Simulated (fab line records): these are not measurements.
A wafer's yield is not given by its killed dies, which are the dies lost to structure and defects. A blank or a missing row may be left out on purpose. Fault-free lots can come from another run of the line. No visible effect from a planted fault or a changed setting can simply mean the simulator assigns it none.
Split-lot study	flow n5Finfet	7 lots, 39 wafers read, on a route of 1938 steps

THE SPLIT ITSELF
At N5_HKMG_FIN_ETCH_35 (etches SOC in N2/H2, target depth 215.8 nm, time 243.4 s), the setting timeS was moved away from the recipe's 243.4 s on 15 of the 39 wafers read, by -22.0% to +19.4%. The other wafers ran this setting at the recipe's value.

Reading taken at the split's own step.

THE READING
HKMG_FIN.featureDepthNm (the simulator's own value, which no gauge read), in nm, at N5_HKMG_FIN_ETCH_35 (etches SOC in N2/H2, target depth 215.8 nm, time 243.4 s). No usual value for it is given in the file. Here, 24 wafers ran the recipe; their average is 217.9 nm with a standard deviation of 5.6 nm.

wafer	tool, chamber at the split	timeS as run, s	against the recipe	HKMG_FIN.featureDepthNm, nm	against lot-mates on the recipe
L074.1	rieDiel-03, 3	243.4	recipe	216	-
L074.2	rieDiel-03, 0	243.4	recipe	216.4	-
L074.4	rieDiel-03, 2	243.4	recipe	208.4	-
L077.1	rieDiel-01, 0	243.4	recipe	221.8	-
L077.2	rieDiel-01, 3	189.9	-22.0%	170.4	-48.1
L077.3	rieDiel-01, 1	243.4	recipe	209.8	-
L077.4	rieDiel-01, 3	189.9	-22.0%	171	-47.5
L077.5	rieDiel-01, 1	189.9	-22.0%	165.2	-53.3
L077.6	rieDiel-01, 0	243.4	recipe	224	-
L078.1	rieDiel-01, 1	265.3	+9.0%	226.6	+5.2
L078.2	rieDiel-01, 0	243.4	recipe	222.2	-
L078.3	rieDiel-01, 2	265.3	+9.0%	228	+6.6
L078.4	rieDiel-01, 3	243.4	recipe	220	-
L078.5	rieDiel-01, 0	243.4	recipe	222	-
L078.6	rieDiel-01, 3	265.3	+9.0%	238.4	+17.0
L079.1	rieDiel-03, 2	202.5	-16.8%	171.4	-43.3
L079.2	rieDiel-03, 3	243.4	recipe	215.6	-
L079.3	rieDiel-03, 0	243.4	recipe	214.4	-
L079.4	rieDiel-03, 0	202.5	-16.8%	178.4	-36.3
L079.5	rieDiel-03, 2	202.5	-16.8%	172.4	-42.3
L079.6	rieDiel-03, 3	243.4	recipe	214.2	-
L089.1	rieDiel-06, 3	243.4	recipe	209.6	-
L089.2	rieDiel-06, 1	279.7	+14.9%	256	+38.1
L089.3	rieDiel-06, 0	279.7	+14.9%	248.6	+30.7
L089.4	rieDiel-06, 2	243.4	recipe	222.6	-
L089.5	rieDiel-06, 0	279.7	+14.9%	247.8	+29.9
L089.6	rieDiel-06, 1	243.4	recipe	221.6	-
L091.1	rieDiel-06, 1	243.4	recipe	223.6	-
L091.2	rieDiel-06, 3	243.4	recipe	209.8	-
L091.3	rieDiel-06, 2	243.4	recipe	225	-
L091.4	rieDiel-06, 0	290.6	+19.4%	259.4	+39.9
L091.5	rieDiel-06, 1	290.6	+19.4%	265.2	+45.7
L091.6	rieDiel-06, 2	290.6	+19.4%	267.8	+48.3
L093.1	rieDiel-06, 2	243.4	recipe	222.2	-
L093.2	rieDiel-06, 0	243.4	recipe	217.4	-
L093.3	rieDiel-06, 1	243.4	recipe	222	-
L093.4	rieDiel-06, 3	243.4	recipe	206.2	-
L093.5	rieDiel-06, 2	243.4	recipe	223.2	-
L093.6	rieDiel-06, 1	243.4	recipe	222.4	-

THE FIT
A straight line over all 39 wafers: HKMG_FIN.featureDepthNm changes by +2.3 nm for each +1% of timeS; r = +0.97; the points scatter about the line by 5.7 nm.
The same after taking each lot's own level away (the mean of its wafers on the recipe; 39 wafers): +2.23 nm for each +1%; r = +0.97; scatter 5.6 nm.
Per that fit: largest timeS move, reading shift of 49 nm.
From 213.60 to 221.40 nm: that is the span of the lots' own levels, equal to 1.4 times the standard deviation above.
So the lot-to-lot level changes the slope little: the two slopes agree.
Check: with one of the wafers moved furthest among these (-22.0%) left out of the fit, the line predicts -50.4 nm for it against its lot-mates. Against them it came out at -48.1 nm.

FURTHER SPLITS ON THESE WAFERS
Other splits were also applied to these wafers ahead of the reading. Each is held against what the fit with the lots' levels taken away leaves over:
other split on the same wafers	wafers away from the commonest value	r with HKMG_FIN.featureDepthNm (lot level and that fit taken away)
N5_WELL_APT_IMPLANT_15 energyKev	15	-0.06
N5_FIN_CUT_CUT_ETCH_26 targetDepthA	12	-0.33
N5_DUMMY_GATE_ETCH_31 targetDepthA	15	-0.08
N5_SD_EPI_P_ETCH_37 sourceW	15	+0.21
N5_HKMG_FIN_ETCH_55 biasW	15	-0.02

THE WHOLE CHAIN: every reading that the file lists as answering this split, in the file's order
step	what it does	reading	change (the file's fit)	r (the file's)
N5_HKMG_FIN_ETCH_35	etches SOC in N2/H2, target depth 215.8 nm, time 243.4 s	etch.depthNm (the simulator's own value, which no gauge read)	+2.23 nm for each +1% of the setting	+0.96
N5_HKMG_FIN_ETCH_35	etches SOC in N2/H2, target depth 215.8 nm, time 243.4 s	SOC_of_HKMG_FIN_COAT_29.thkNm (the simulator's own value, which no gauge read)	-2.22 nm for each +1% of the setting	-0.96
N5_HKMG_FIN_ETCH_35	etches SOC in N2/H2, target depth 215.8 nm, time 243.4 s	HKMG_FIN.featureDepthNm (the simulator's own value, which no gauge read)	+2.23 nm for each +1% of the setting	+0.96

FILE'S OWN FIT
HKMG_FIN.featureDepthNm changes by +2.23 nm for each +1% of timeS, r = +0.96.
